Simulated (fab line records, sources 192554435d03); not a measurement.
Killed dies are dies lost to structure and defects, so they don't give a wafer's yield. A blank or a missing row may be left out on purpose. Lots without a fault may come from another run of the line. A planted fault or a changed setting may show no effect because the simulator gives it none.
Chamber matching | flow n5_finfet | N5_BEOL_M2_ALD_84 on ald_metal-04: 4 sister chambers
The step deposits TaN, pulse time 2 s, purge time 3 s, co reactant purge time 2 s. 4 wafers are shown with their chamber, then 10 later ones without.

WAFERS WITH THEIR CHAMBER
wafer  | chamber | heater_power_w (W)
L089.4 | 0       | 415
L091.2 | 3       | 402
L091.6 | 1       | 416
L092.5 | 2       | 470

WAFERS WITHOUT THEIR CHAMBER
wafer  | heater_power_w (W)
L092.6 | 392
L094.4 | 466
L094.5 | 392
L094.6 | 475
L095.1 | 472
L095.5 | 423
L095.6 | 424
L097.1 | 419
L097.4 | 479
L097.5 | 400

WHICH CHAMBER EACH WENT THROUGH
wafer  | from the rows above     | in truth
L092.6 | can't be placed: 3 or 0 | 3
L094.4 | 2                       | 2
L094.5 | can't be placed: 3 or 0 | 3
L094.6 | 2                       | 2
L095.1 | 2                       | 2
L095.5 | can't be placed: 1 or 0 | 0
L095.6 | can't be placed: 1 or 0 | 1
L097.1 | can't be placed: 1 or 0 | 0
L097.4 | 2                       | 2
L097.5 | can't be placed: 3 or 0 | 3
Placed correctly: 4 of 10. Can't be placed from these rows: 6 (the true chamber is among the candidates in 6). Placed wrongly: 0.
How it was worked out, from the rows above alone: a wafer's distance from a chamber is the root of the sum, over the readings, of the square of ((its reading less the chamber's mean) divided by the reading's scatter). The wafer belongs to the nearest chamber; if the next one is less than 2 further off, it can't be placed. A chamber's mean is the mean of its shown wafers. The scatter: with one shown wafer a chamber, the root of the mean of the squares of how far each hidden wafer lies from its nearest shown one.
